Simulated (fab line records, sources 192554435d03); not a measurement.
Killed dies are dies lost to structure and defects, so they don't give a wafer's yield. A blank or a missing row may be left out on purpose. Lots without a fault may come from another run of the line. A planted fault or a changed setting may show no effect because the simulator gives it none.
Chamber matching | flow n5_finfet | N5_BEOL_M12_ILD_DEP_00 on pecvd-03: 3 sister chambers
The step deposits SiOC from DEMS/O2, target thk 658.92 nm, time 130.7 s. 6 wafers are shown with their chamber, then 7 later ones without.

WAFERS WITH THEIR CHAMBER
wafer  | chamber | throttle_valve_pct (%) | heater_power_w (W)
L331.2 | 2       | 11.5                   | 418
L331.6 | 1       | 11.9                   | 487
L338.2 | 1       | 12.5                   | 471
L338.5 | 0       | 11.6                   | 464
L336.1 | 0       | 11.5                   | 466
L336.4 | 2       | 11.7                   | 414

WAFERS WITHOUT THEIR CHAMBER
wafer  | throttle_valve_pct (%) | heater_power_w (W)
L336.6 | 11.6                   | 471
L342.1 | 12.0                   | 520
L342.5 | 11.7                   | 452
L342.6 | 11.7                   | 412
L343.2 | 11.7                   | 453
L343.4 | 11.6                   | 350
L343.6 | 11.8                   | 393

WHICH CHAMBER EACH WENT THROUGH
wafer  | from the rows above     | in truth
L336.6 | can't be placed: 0 or 1 | 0
L342.1 | 1                       | 1
L342.5 | 0                       | 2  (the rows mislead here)
L342.6 | 2                       | 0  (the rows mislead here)
L343.2 | 0                       | 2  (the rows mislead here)
L343.4 | 2                       | 2
L343.6 | 2                       | 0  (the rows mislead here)
Placed correctly: 2 of 7. Can't be placed from these rows: 1 (the true chamber is among the candidates in 1). Placed wrongly: 4.
How it was worked out, from the rows above alone: a wafer's distance from a chamber is the root of the sum, over the readings, of the square of ((its reading less the chamber's mean) divided by the reading's scatter). The wafer belongs to the nearest chamber; if the next one is less than 2 further off, it can't be placed. A chamber's mean is the mean of its shown wafers. The scatter: the root of (the sum of the squares of (reading less its chamber's mean) over the shown wafers, divided by (wafers less chambers)).
